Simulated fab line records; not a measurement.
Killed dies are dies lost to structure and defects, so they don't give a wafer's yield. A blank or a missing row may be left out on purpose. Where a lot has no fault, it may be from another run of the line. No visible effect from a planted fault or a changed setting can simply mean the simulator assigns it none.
fab line records -- flow nand-harc
[record] lots = 13, wafers = 39, last-day = 34
route steps=1302 shown A_M1@1189 HYBRID_BOND@1242 THIN_TSV@1294
lots that met no fault: taken from a fault-free run of the same line
start-h: start of the lot's first displayed wafer, in hours after the record's first day -- wait-h: how many hours have passed since the lot's step before this one -- " identical to the entry in the row above -- L1.1+2: a single row standing in for several wafers -- - no value, or no start was given -- * or withheld: withheld -- < > ~ a bound
route shown NAME@n: names a module that has steps shown in the file, with the first one's number in the route -- usual: the fault-free wafers' mean and standard deviation -- same: alike in all rows -- chamber/n: place in a boat -- sites: the reading at each site -- _std_site: the values' standard deviation -- _edge_site: the outer-site mean with the inner-site mean subtracted -- radius-mm: how far each site lies from the wafer's centre -- mask NAME#n: copy n -- behind: tool/chamber where the wafer was last shaped -- hold: what put the lot on hold/how long, in hours/how the hold closed -- device: transistor that didn't switch, given as n, p or np -- end of line: tests of these same wafers at the route's end -- a step without rows: its recipe alone -- killed: not the wafer's yield, but the dies lost to structure and defects at the first sort -- map: dies across one wafer; x = killed, . = not, _ = none there
set.NAME: the setting that was run; set.NAME@STEP: the one run at that earlier step -- model.NAME: the simulator's own value behind a step, which no gauge read
steps of the route over a sample of lots; a table a step, a row a wafer
services: a tool's chamber out of use, with start hour (start-h, from the record's first day; less than 0 if before it), hours out, and reason
[[steps]]
[step NHARC_A_M1_DEGAS_29]
[recipe] temp-c = 250, time-s = 60
[usual] heater-power-w = 319/17
lot.wafer,tool,chamber,start-h,wait-h,heater-power-w
L179.4,pvd-sputter-01,-,554.61,-,322
L179.5,pvd-sputter-01,-,554.61,-,292
L179.6,pvd-sputter-01,-,554.61,-,305
L178.4,pvd-sputter-01,-,556.43,-,317
L178.3,pvd-sputter-01,-,556.43,-,299
L178.2,pvd-sputter-01,-,556.43,-,294
L180.3,pvd-sputter-01,-,581.85,-,293
L180.2,pvd-sputter-01,-,581.85,-,312
L180.1,pvd-sputter-01,-,581.85,-,305
L187.3,pvd-sputter-03,-,647.68,-,336
L187.4,pvd-sputter-03,-,647.68,-,354
L187.2,pvd-sputter-03,-,647.68,-,289
L191.1,pvd-sputter-02,-,687.49,-,301
L191.2,pvd-sputter-02,-,687.49,-,328
L191.6,pvd-sputter-02,-,687.49,-,303
L189.4,pvd-sputter-01,-,690.73,-,297
L189.3,pvd-sputter-01,-,690.73,-,334
L189.6,pvd-sputter-01,-,690.73,-,317
L192.3,pvd-sputter-02,-,693.37,-,319
L192.2,pvd-sputter-02,-,693.37,-,304
L192.5,pvd-sputter-02,-,693.37,-,323
L190.3,pvd-sputter-03,-,694.75,-,285
L190.4,pvd-sputter-03,-,694.75,-,344
L190.6,pvd-sputter-03,-,694.75,-,292
L195.4,pvd-sputter-02,-,716.48,-,314
L195.6,pvd-sputter-02,-,716.48,-,341
L195.5,pvd-sputter-02,-,716.48,-,329
L194.4,pvd-sputter-01,-,727.20,-,294
L194.6,pvd-sputter-01,-,727.20,-,323
L194.5,pvd-sputter-01,-,727.20,-,300
L199.1,pvd-sputter-03,-,762.55,-,342
L199.2,pvd-sputter-03,-,762.55,-,291
L199.5,pvd-sputter-03,-,762.55,-,352
L197.2,pvd-sputter-02,-,764.11,-,308
L197.6,pvd-sputter-02,-,764.11,-,338
L197.5,pvd-sputter-02,-,764.11,-,326
L196.1,pvd-sputter-02,-,767.40,-,331
L196.4,pvd-sputter-02,-,767.40,-,311
L196.2,pvd-sputter-02,-,767.40,-,349
[step NHARC_A_M1_PRE_CLEAN_32]
[recipe] time-s = 12, temp-c = 370, rf-power-w = 300, gas = NH3
[usual] heater-power-w = 652/48
lot.wafer,tool,chamber,start-h,wait-h,heater-power-w
L179.6,pecvd-02,1,556.26,0.1,636
L179.5,pecvd-02,2,556.26,0.1,678
L179.4,pecvd-02,0,556.26,0.1,653
L178.3,pecvd-01,2,558.42,0.1,584
L178.2,pecvd-01,0,558.42,0.1,589
L178.4,pecvd-01,1,558.42,0.1,725
L180.3,pecvd-02,0,583.49,0.1,571
L180.1,pecvd-02,1,583.49,0.1,642
L180.2,pecvd-02,2,583.49,0.1,558
L187.3,pecvd-01,2,649.30,0.1,692
L187.2,pecvd-01,0,649.30,0.1,661
L187.4,pecvd-01,0,649.30,0.1,659
L191.1,pecvd-01,1,689.16,0.1,658
L191.2,pecvd-01,2,689.16,0.1,702
L191.6,pecvd-01,2,689.16,0.1,694
L189.3,pecvd-01,2,692.80,0.1,701
L189.4,pecvd-01,0,692.80,0.1,576
L189.6,pecvd-01,1,692.80,0.1,652
L192.2,pecvd-03,2,695.00,0.1,750
L192.3,pecvd-03,0,695.00,0.1,631
L192.5,pecvd-03,2,695.00,0.1,760
L190.3,pecvd-02,1,696.68,0.1,639
L190.4,pecvd-02,1,696.68,0.1,644
L190.6,pecvd-02,2,696.68,0.1,593
L195.4,pecvd-02,2,718.12,0.1,683
L195.5,pecvd-02,0,718.12,0.1,563
L195.6,pecvd-02,1,718.12,0.1,648
L194.6,pecvd-01,1,728.85,0.1,672
L194.4,pecvd-01,2,728.85,0.1,649
L194.5,pecvd-01,0,728.85,0.1,663
L199.2,pecvd-03,1,764.16,0.1,640
L199.1,pecvd-03,2,764.16,0.1,660
L199.5,pecvd-03,0,764.16,0.1,656
L197.2,pecvd-01,0,765.71,0.1,602
L197.5,pecvd-01,0,765.71,0.1,624
L197.6,pecvd-01,2,765.71,0.1,671
L196.2,pecvd-03,0,769.15,0.1,570
L196.1,pecvd-03,2,769.15,0.1,715
L196.4,pecvd-03,2,769.15,0.1,704
[step NHARC_HYBRID_BOND_OVL_MEAS_05]
[usual] overlay-x-nm = 6/35, overlay-y-nm = -1/31
lot.wafer,tool,chamber,start-h,wait-h,overlay-x-nm,overlay-y-nm
L179.4,overlay-01,-,574.38,0.4,-59,3
L179.5,overlay-01,-,574.38,0.4,-2,-39
L179.6,overlay-01,-,574.38,0.4,27,38
L178.2,overlay-02,-,585.61,0.4,38,56
L178.3,overlay-02,-,585.61,0.4,-13,19
L178.4,overlay-02,-,585.61,0.4,19,74
L180.1,overlay-01,-,596.44,0.4,12,-25
L180.2,overlay-01,-,596.44,0.4,1,-19
L180.3,overlay-01,-,596.44,0.4,-2,-17
L187.2,overlay-01,-,668.05,0.4,-15,-3
L187.3,overlay-01,-,668.05,0.4,-38,9
L187.4,overlay-01,-,668.05,0.4,19,-38
L191.1,overlay-02,-,704.54,0.4,38,-36
L191.2,overlay-02,-,704.54,0.4,-16,-20
L191.6,overlay-02,-,704.54,0.4,33,2
L189.3,overlay-01,-,704.55,0.4,44,34
L189.4,overlay-01,-,704.55,0.4,-25,34
L189.6,overlay-01,-,704.55,0.4,-11,10
L190.3,overlay-01,-,709.01,0.4,-17,48
L190.4,overlay-01,-,709.01,0.4,26,-12
L190.6,overlay-01,-,709.01,0.4,3,10
L192.2,overlay-02,-,709.02,0.4,-30,-3
L192.3,overlay-02,-,709.02,0.4,-15,-8
L192.5,overlay-02,-,709.02,0.4,-20,-9
L195.4,overlay-01,-,733.73,0.4,-30,-5
L195.5,overlay-01,-,733.73,0.4,101,-24
L195.6,overlay-01,-,733.73,0.4,13,24
L194.4,overlay-01,-,742.91,0.4,-15,2
L194.5,overlay-01,-,742.91,0.4,-29,-39
L194.6,overlay-01,-,742.91,0.4,30,19
L199.1,overlay-02,-,778.61,0.4,-34,-16
L199.2,overlay-02,-,778.61,0.4,31,-11
L199.5,overlay-02,-,778.61,0.4,10,30
L197.2,overlay-01,-,778.61,0.4,22,-9
L197.5,overlay-01,-,778.61,0.4,-22,0
L197.6,overlay-01,-,778.61,0.4,-49,10
L196.1,overlay-01,-,783.19,0.4,85,3
L196.2,overlay-01,-,783.19,0.4,-44,-11
L196.4,overlay-01,-,783.19,0.4,5,-8
[step NHARC_THIN_TSV_ETCH_59]
[recipe] target-depth-a = 8800, icp-w = 900, bias-w = 100, Cl2_flow_sccm = 60, bcl3-flow-sccm = 30, time-s = 138.1, chemistry = Cl2/BCl3
[usual] drypump-motor-current-A = 5.7/0.44, oes-product-au = 1.002/0.0071, run-length-s = 159.6/0.46, throttle-valve-pct = 22.265/0.0082
lot.wafer,tool,chamber,start-h,wait-h,drypump-motor-current-A,oes-product-au,rf-hours-counter-h,run-length-s,throttle-valve-pct
L179.4,rie-metal-02,0,587.11,0.2,5.7,1.011,-,158.7,22.256
L179.5,rie-metal-02,1,587.11,0.2,5.2,1.001,-,159.9,22.257
L179.6,rie-metal-02,0,587.11,0.2,5.7,1.005,-,159.3,22.271
L178.2,rie-metal-02,1,594.74,0.1,5.2,1.006,2.4,159.2,22.265
L178.4,rie-metal-02,0,594.74,0.1,5.7,1.011,-,159.4,22.253
L178.3,rie-metal-02,1,594.74,0.1,5.2,1.006,-,159.8,22.273
L180.1,rie-metal-02,1,605.18,0.1,5.2,1.006,2.7,159.7,22.269
L180.2,rie-metal-02,0,605.18,0.1,5.7,0.995,2.2,149.3,22.270
L180.3,rie-metal-02,0,605.18,0.1,5.7,1.006,-,149.4,22.270
L187.2,rie-metal-01,1,678.25,0.1,6.0,1.004,1.8,159.4,22.260
L187.4,rie-metal-01,0,678.25,0.1,5.1,0.995,-,160.2,22.266
L187.3,rie-metal-01,1,678.25,0.1,6.0,0.996,-,159.8,22.264
L191.2,rie-metal-01,0,713.77,0.1,5.2,0.995,2.3,159.8,22.269
L191.1,rie-metal-01,1,713.77,0.1,6.0,1.001,2.3,159.3,22.256
L191.6,rie-metal-01,1,713.77,0.1,6.0,0.994,-,159.9,22.277
L189.3,rie-metal-01,1,714.66,0.2,6.0,1.004,-,159.5,22.272
L189.4,rie-metal-01,0,714.66,0.2,5.2,0.994,-,159.9,22.260
L189.6,rie-metal-01,1,714.66,0.2,6.0,0.996,-,159.5,22.267
L190.3,rie-metal-03,0,720.50,0.2,6.4,0.990,-,159.6,22.257
L190.4,rie-metal-03,1,720.50,0.2,5.7,1.009,-,159.9,22.255
L190.6,rie-metal-03,1,720.50,0.2,5.7,1.011,-,159.9,22.263
L192.2,rie-metal-02,0,721.76,0.2,5.7,1.008,1.2,159.3,22.265
L192.3,rie-metal-02,0,721.76,0.2,5.7,0.992,-,158.6,22.275
L192.5,rie-metal-02,1,721.76,0.2,5.2,0.996,-,159.2,22.265
L195.4,rie-metal-01,1,742.57,0.2,6.0,0.989,-,159.5,22.263
L195.6,rie-metal-01,1,742.57,0.2,6.0,0.996,-,159.8,22.262
L195.5,rie-metal-01,0,742.57,0.2,5.2,0.995,-,160.0,22.265
L194.4,rie-metal-03,1,753.24,0.2,5.7,1.007,-,160.0,22.259
L194.6,rie-metal-03,0,753.24,0.2,6.4,0.994,-,159.5,22.285
L194.5,rie-metal-03,1,753.24,0.2,5.7,1.011,-,160.4,22.262
L199.2,rie-metal-01,1,787.67,0.1,5.9,1.006,0.1,159.2,22.255
L199.1,rie-metal-01,0,787.67,0.1,5.1,0.983,0.1,159.9,22.272
L199.5,rie-metal-01,0,787.67,0.1,5.1,1.013,-,160.0,22.249
L197.2,rie-metal-02,0,788.96,0.1,5.7,1.012,2.1,159.1,22.273
L197.5,rie-metal-02,1,788.96,0.1,5.2,1.004,-,159.3,22.256
L197.6,rie-metal-02,0,788.96,0.1,5.7,1.009,-,158.7,22.276
L196.2,rie-metal-03,1,792.33,0.1,5.7,1.001,1.7,159.9,22.273
L196.1,rie-metal-03,0,792.33,0.1,6.4,0.992,1.7,159.5,22.256
L196.4,rie-metal-03,1,792.33,0.1,5.7,1.004,-,160.8,22.257
[[services]]
tool,chamber,start-h,hours,kind
pecvd-03,-,547.08,13.0,pm
pvd-sputter-03,-,552.72,10.0,pm
pvd-sputter-02,-,555.69,6.9,repair
rie-metal-01,-,568.36,4.8,repair
rie-metal-01,-,575.00,9.0,pm
pvd-sputter-03,-,579.53,1.3,repair
pvd-sputter-01,-,583.37,10.0,pm
pecvd-02,-,589.66,13.0,pm
pvd-sputter-02,-,597.37,1.4,repair
pecvd-02,-,605.25,0.8,repair
pvd-sputter-03,-,617.95,0.5,repair
rie-metal-02,-,631.00,9.0,pm
pvd-sputter-02,-,638.00,10.0,pm
pvd-sputter-02,-,658.37,5.7,repair
rie-metal-01,1,658.88,5.5,repair
pecvd-01,-,673.93,13.0,pm
rie-metal-03,-,696.06,9.0,pm
pvd-sputter-02,-,724.06,2.2,repair
rie-metal-01,-,752.00,9.0,pm
rie-metal-02,0,755.78,1.5,repair
pvd-sputter-01,-,761.37,10.0,pm
pvd-sputter-02,-,768.20,2.4,repair
pecvd-02,-,770.66,13.0,pm
pvd-sputter-02,-,777.94,2.4,repair
[[key]]
[first-sign] step = NHARC_THIN_TSV_ETCH_59, reading = run-length-s, direction = down, sigmas = 22, usual = *, struck = *
effect none on later readings
met-at NHARC_THIN_TSV_ETCH_59
struck-lots L180
struck-wafers L180.2,L180.3
sort-left-out L180.2,L180.3
not-acting-at NHARC_A_M1_DEGAS_29,NHARC_A_M1_PRE_CLEAN_32,NHARC_HYBRID_BOND_OVL_MEAS_05
onset-between 594.74 605.18
[fault] kind = process-parameter-drift, tool = rie-metal-02, chamber = 0, onset-h = 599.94, steps = NHARC_THIN_TSV_ETCH_59, channel = time-s, offset = *, shape = step, end-h = 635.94, acts-in = *, stated = *
// sort-left-out: the simulated sort isn't trusted on such a fault, so these wafers' sort isn't shown, and their yield isn't known
